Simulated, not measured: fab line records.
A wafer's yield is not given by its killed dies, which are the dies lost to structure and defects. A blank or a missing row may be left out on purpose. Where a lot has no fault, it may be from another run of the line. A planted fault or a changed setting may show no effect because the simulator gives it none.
A lot that was struck, set against a sound lot + flow n5Finfet + 21 steps out of a route of 1938
Sound: the wafers L445.1, L445.3, L445.6. The struck wafers were L429.1, L429.3, L429.6. The cause comes at the end.
At each step with rows: each side's tool, then ch and its chambers, then its first start. Under that, the readings that differ: sound wafers + struck wafers + difference of the means + sigmas: that difference in standard deviations of wafers without a fault.
alike: readings with means less than 2 such deviations apart, plus words and numbers identical on both sides. not compared: withheld readings, readings lacking a value on some wafer, bounds such as >300 that could conceal the same value, and numbers that have no deviation in the record and whose values overlap.
A row with sigmas, a row that says differs or no value, or rows on one side alone: a step with any of these is where the two part. Non-overlapping numbers with no deviation appear without sigmas and do not part them. Lack of a reading on every wafer of one side parts them only where that side has two or more wafers.

first, 9 steps without rows for these wafers: N5_BEOL_M1_PRE_CLEAN_60 (time 15 s); N5_BEOL_M1_CO_CAP_55 (material Co, precursor CCTBA/H2, target thk 2 nm, time 102.1 s); N5_BEOL_M1_PRE_CLEAN_56 (time 15 s); N5_BEOL_M1_DEP_57 (deposits SiCN from 3MS/NH3, target thk 8 nm, time 14 s); N5_BEOL_M2_ILD_DEP_00 (deposits SiOC from DEMS/O2, target thk 79 nm, time 15.3 s); N5_BEOL_M2_PECVD_72 (deposits SiO2 from TEOS/O2, target thk 16 nm, time 18 s); N5_BEOL_M2_HM_DEP_02 (deposits TiN, target thk 20 nm); N5_BEOL_M2_COAT_61 (time 60 s, resist thk 60 nm); N5_BEOL_M2_COAT_62 (time 60 s, resist thk 12 nm).
N5_BEOL_M2_COAT_73: time 60 s, resist thk 5 nm.
  sound on lithoTrack-03 ch 0, day 12 11:10; struck on lithoTrack-02 ch 0, day 8 21:51
| reading            | sound                | struck               | difference | sigmas      |
|--------------------|----------------------|----------------------|------------|-------------|
| spinSpeedRpm (rpm) | 1499.7 1499.2 1501.0 | 1388.9 1388.0 1387.4 | -111.9     | -99 or more |
  alike: heaterPowerTotalW
then, 7 steps without rows for these wafers: N5_BEOL_M2_COAT_05 (resist thk 30 nm); N5_BEOL_M2_EBR_07; N5_BEOL_M2_SOFTBAKE_06 (time 60 s); N5_BEOL_M2_EXPOSE_08 (exposes mask M2); N5_BEOL_M2_PEB_09 (peb time 60 s); N5_BEOL_M2_DEVELOP_10 (develop time 30 s); N5_BEOL_M2_DESCUM_16 (chemistry O2, time 7 s).
N5_BEOL_M2_ETCH_74: etches underlayer in N2/H2, target depth 6.5 nm, time 5.2 s.
  sound on rieDiel-06 ch 0,2,3, day 12 11:39; struck on rieDiel-03 ch 0,1, day 8 22:17
| reading                 | sound            | struck         | difference | sigmas |
|-------------------------|------------------|----------------|------------|--------|
| model.etch.depthNm (nm) | 5.006 4.98 4.988 | 5.195 5.19 5.2 | +0.204     |        |
  alike: drypumpMotorCurrentA, etchRfOnTimeS, h2FlowSccm, oesProductAu, rfVppV, showerheadPlenumPTorr, throttleValvePct
  not compared: rfHoursCounterH
then, 1 step without rows for these wafers: N5_BEOL_M2_ETCH_63 (etches SiARC in CF4, target depth 15.6 nm, time 26 s).
N5_BEOL_M4_RC_MEAS_101:
  sound on prober-01 ch 0, day 13 23:21; struck on prober-02 ch 0, day 10 07:34
  alike: DIBL_N, DIBL_P, IOFF_N, IOFF_P, ION_N, ION_P, SS_N, SS_P, VT_N, VT_P
next, for these wafers, 1 step has no rows: N5_PASSIVATION_PROBE_49.

## WHERE THEY PART
Only at N5_BEOL_M2_COAT_73, within this record. Later steps at which nothing parts them and some readings are alike: N5_BEOL_M2_ETCH_74, N5_BEOL_M4_RC_MEAS_101.

WHY: what the simulator had put in
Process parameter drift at N5_BEOL_M2_COAT_73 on lithoTrack-02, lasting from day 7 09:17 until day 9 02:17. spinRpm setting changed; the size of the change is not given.
